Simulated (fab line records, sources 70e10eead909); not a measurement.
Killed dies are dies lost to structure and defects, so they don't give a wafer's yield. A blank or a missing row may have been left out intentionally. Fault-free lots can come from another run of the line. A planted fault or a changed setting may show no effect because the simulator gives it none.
Chamber matching || flow nandHarc || 4 sister chambers for NHARC_P_BONDPAD_ACTIVATE_29 on rieDiel-11
The step chemistry N2, time 60 s. 14 wafers are shown with their chamber, then 7 later ones without.

## WAFERS WITH THEIR CHAMBER
{"wafer": "L074.1", "chamber": 3, "drypumpMotorCurrentA (A)": 5.7, "rfVppV (V)": 64.1, "n2FlowSccm (sccm)": 199.5}
{"wafer": "L074.3", "chamber": 0, "drypumpMotorCurrentA (A)": 5.5, "rfVppV (V)": 64.0, "n2FlowSccm (sccm)": 200.4}
{"wafer": "L074.5", "chamber": 3, "drypumpMotorCurrentA (A)": 5.7, "rfVppV (V)": 64.5, "n2FlowSccm (sccm)": 198.6}
{"wafer": "L080.1", "chamber": 0, "drypumpMotorCurrentA (A)": 5.5, "rfVppV (V)": 63.7, "n2FlowSccm (sccm)": 199.7}
{"wafer": "L080.2", "chamber": 1, "drypumpMotorCurrentA (A)": 6.4, "rfVppV (V)": 64.1, "n2FlowSccm (sccm)": 200.8}
{"wafer": "L080.6", "chamber": 1, "drypumpMotorCurrentA (A)": 6.4, "rfVppV (V)": 64.8, "n2FlowSccm (sccm)": 200.1}
{"wafer": "L079.1", "chamber": 0, "drypumpMotorCurrentA (A)": 5.4, "rfVppV (V)": 64.6, "n2FlowSccm (sccm)": 200.0}
{"wafer": "L079.4", "chamber": 2, "drypumpMotorCurrentA (A)": 5.5, "rfVppV (V)": 63.2, "n2FlowSccm (sccm)": 201.1}
{"wafer": "L079.6", "chamber": 0, "drypumpMotorCurrentA (A)": 5.4, "rfVppV (V)": 63.9, "n2FlowSccm (sccm)": 199.3}
{"wafer": "L082.3", "chamber": 1, "drypumpMotorCurrentA (A)": 6.4, "rfVppV (V)": 64.1, "n2FlowSccm (sccm)": 199.8}
{"wafer": "L082.4", "chamber": 0, "drypumpMotorCurrentA (A)": 5.4, "rfVppV (V)": 63.9, "n2FlowSccm (sccm)": 200.7}
{"wafer": "L082.6", "chamber": 1, "drypumpMotorCurrentA (A)": 6.4, "rfVppV (V)": 64.6, "n2FlowSccm (sccm)": 200.8}
{"wafer": "L083.3", "chamber": 1, "drypumpMotorCurrentA (A)": 6.4, "rfVppV (V)": 65.0, "n2FlowSccm (sccm)": 200.0}
{"wafer": "L083.4", "chamber": 0, "drypumpMotorCurrentA (A)": 5.5, "rfVppV (V)": 63.8, "n2FlowSccm (sccm)": 200.2}

SIGNATURES (averages over the wafers above)
{"reading": "drypumpMotorCurrentA", "chamber 0": 5.450, "chamber 1": 6.400, "chamber 2": 5.500, "chamber 3": 5.700, "scatter within a chamber": 0.0387}
{"reading": "rfVppV", "chamber 0": 63.983, "chamber 1": 64.520, "chamber 2": 63.200, "chamber 3": 64.300, "scatter within a chamber": 0.354}
{"reading": "n2FlowSccm", "chamber 0": 200.050, "chamber 1": 200.300, "chamber 2": 201.100, "chamber 3": 199.050, "scatter within a chamber": 0.504}
Rule: distance of a wafer from a chamber = root of the sum over the readings of ((wafer's reading minus chamber's mean) / reading's scatter) squared. The wafer belongs to the nearest chamber; if the next one is less than 2 further off, it can't be placed. The scatter is the square root of a quotient: the sum, over the shown wafers, of each reading's squared deviation from its chamber's mean, divided by wafers minus chambers.

## WAFERS WHOSE CHAMBER IS MISSING
{"wafer": "L083.6", "drypumpMotorCurrentA (A)": 6.4, "rfVppV (V)": 62.1, "n2FlowSccm (sccm)": 200.6}
{"wafer": "L090.1", "drypumpMotorCurrentA (A)": 5.5, "rfVppV (V)": 64.7, "n2FlowSccm (sccm)": 200.0}
{"wafer": "L090.2", "drypumpMotorCurrentA (A)": 5.7, "rfVppV (V)": 62.4, "n2FlowSccm (sccm)": 200.0}
{"wafer": "L090.4", "drypumpMotorCurrentA (A)": 6.4, "rfVppV (V)": 63.8, "n2FlowSccm (sccm)": 200.5}
{"wafer": "L091.1", "drypumpMotorCurrentA (A)": 5.7, "rfVppV (V)": 64.9, "n2FlowSccm (sccm)": 200.5}
{"wafer": "L091.3", "drypumpMotorCurrentA (A)": 6.4, "rfVppV (V)": 63.4, "n2FlowSccm (sccm)": 199.5}
{"wafer": "L091.5", "drypumpMotorCurrentA (A)": 6.4, "rfVppV (V)": 64.1, "n2FlowSccm (sccm)": 199.3}

## CHAMBER TAKEN BY EACH
{"wafer": "L083.6", "from the rows above": 1, "in truth": 1}
{"wafer": "L090.1", "from the rows above": 0, "in truth": 0}
{"wafer": "L090.2", "from the rows above": "can't be placed: 3 or 2", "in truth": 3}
{"wafer": "L090.4", "from the rows above": 1, "in truth": 1}
{"wafer": "L091.1", "from the rows above": 3, "in truth": 3}
{"wafer": "L091.3", "from the rows above": 1, "in truth": 1}
{"wafer": "L091.5", "from the rows above": 1, "in truth": 1}
Correct placement for 6 of the 7. These rows do not allow placing 1 (true chamber among the candidates in 1). Number placed wrongly: 0.
